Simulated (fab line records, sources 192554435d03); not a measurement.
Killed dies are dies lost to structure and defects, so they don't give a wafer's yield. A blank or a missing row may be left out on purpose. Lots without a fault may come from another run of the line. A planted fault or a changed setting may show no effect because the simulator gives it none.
Chamber matching | flow n5_finfet | N5_BEOL_M4_STRIP_36 on rie_diel-05: 3 sister chambers
The step strips in N2/H2. 14 wafers are shown with their chamber, then 4 later ones without.

WAFERS WITH THEIR CHAMBER
wafer  | chamber | showerhead_plenum_p_Torr (Torr) | oes_product_au (a.u.) | throttle_valve_pct (%)
L079.1 | 1       | 2.72                            | 0.92                  | 23.71
L079.3 | 0       | 2.60                            | 0.86                  | 23.86
L079.4 | 3       | 2.61                            | 0.68                  | 23.67
L084.4 | 1       | 2.71                            | 0.88                  | 23.75
L084.5 | 0       | 2.59                            | 0.84                  | 23.90
L084.6 | 1       | 2.71                            | 0.87                  | 23.74
L088.2 | 0       | 2.58                            | 0.83                  | 23.93
L088.5 | 3       | 2.60                            | 0.67                  | 23.71
L088.6 | 0       | 2.58                            | 0.83                  | 23.93
L092.1 | 1       | 2.70                            | 0.84                  | 23.77
L092.2 | 3       | 2.60                            | 0.66                  | 23.72
L092.5 | 0       | 2.58                            | 0.82                  | 23.92
L094.1 | 1       | 2.70                            | 0.87                  | 23.77
L094.5 | 3       | 2.60                            | 0.66                  | 23.71

SIGNATURES (means of the wafers above)
reading                  | chamber 0 | chamber 1 | chamber 3 | scatter within a chamber
showerhead_plenum_p_Torr | 2.5860    | 2.7080    | 2.6025    | 0.00783
oes_product_au           | 0.8360    | 0.8760    | 0.6675    | 0.0203
throttle_valve_pct       | 23.9080   | 23.7480   | 23.7025   | 0.026
Rule: a wafer's distance from a chamber is the root of the sum, over the readings, of the square of ((its reading less the chamber's mean) divided by the reading's scatter). The wafer belongs to the nearest chamber; if the next one is less than 2 further off, it can't be placed. The scatter: the root of (the sum of the squares of (reading less its chamber's mean) over the shown wafers, divided by (wafers less chambers)).

WAFERS WITHOUT THEIR CHAMBER
wafer  | showerhead_plenum_p_Torr (Torr) | oes_product_au (a.u.) | throttle_valve_pct (%)
L093.1 | 2.60                            | 0.67                  | 23.75
L093.5 | 2.70                            | 0.86                  | 23.80
L096.3 | 2.60                            | 0.66                  | 23.75
L096.6 | 2.70                            | 0.86                  | 23.78

WHICH CHAMBER EACH WENT THROUGH
wafer  | from the rows above | in truth
L093.1 | 3                   | 3
L093.5 | 1                   | 1
L096.3 | 3                   | 3
L096.6 | 1                   | 1
Placed correctly: 4 of 4. Can't be placed from these rows: 0. Placed wrongly: 0.
